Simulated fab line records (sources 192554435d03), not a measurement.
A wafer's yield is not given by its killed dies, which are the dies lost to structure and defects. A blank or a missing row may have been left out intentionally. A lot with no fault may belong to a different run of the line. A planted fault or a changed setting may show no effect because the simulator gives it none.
Problem report, 8D (eight disciplines) form, completed by code    flow n5-finfet    the parts of the form that need people (team, actions taken, sign-off) are left out

1. WHAT IS WRONG
At N5_BEOL_M8_COAT_71, spin-speed-rpm averages 1578.2 rpm over 9 wafers from 3 lots, while fault-free wafers read 1500.0 rpm, standard deviation 0.95. That puts it +82 standard deviations away from the usual mean.
The step: time 60 s, resist thk 5 nm.
First seen on wafer L250.2, day 12 16:41, on litho-track-01. The record has a number at this step for 15 wafers belonging to 5 lots. Rule for "out" (also "out of limits"): further than 4 standard deviations from the usual mean. Any other wafer with a number is counted as sound.

2. WHAT IT IS; WHAT IT IS NOT
question                     is                      is not
which readings at this step  spin-speed-rpm          -
which lots                   L248, L250, L254        L261, L262
which wafers of those lots   all that have a number  -
read on which tools          litho-track-01          litho-track-05
when                         from day 12 16:41       up to then (0 sound wafers); but 6 sound wafers of L261, L262 came after

3. SUSPECTS, AND WHAT RULES EACH OUT
Counting: any tool at a process step up to the reading is kept as a suspect provided that every lot that is out went through it and no sound lot did after the first of them.
- litho-track-01 at N5_BEOL_M8_COAT_71 (time 60 s, resist thk 5 nm): ruled out as a lasting fault. Following L250 (day 12 16:41), the first lot on it that is out, the sound lots L261 were run on it.
Left after counting: nothing in the record.

4. THE CAUSE (what the simulator had put in)
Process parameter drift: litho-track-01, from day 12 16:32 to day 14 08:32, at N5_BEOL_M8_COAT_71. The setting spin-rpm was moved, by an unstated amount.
Counting ruled it out, wrongly.

5. THE CHAIN OF EFFECTS, in route order
Each row: a reading whose mean over the struck wafers that have a number lies more than 3 standard deviations from the usual. Only readings whose record carries a usual standard deviation are examined. hours: median over the lots of the time between each lot's start at the first step of this table that gives one and its start at this step. sigmas: the change, counted in usual standard deviations.
hours  step                reading         usual       on struck wafers  change  sigmas
0      N5_BEOL_M8_COAT_71  spin-speed-rpm  1500.0 rpm  1578.2            +78.2   +82
It contains these process steps:
- N5_BEOL_M8_COAT_71: time 60 s, resist thk 5 nm.

6. WHAT WOULD HAVE CAUGHT IT SOONER
In this record the first reading out of limits was taken at day 12 16:41, 0 hours after the fault began at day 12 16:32.
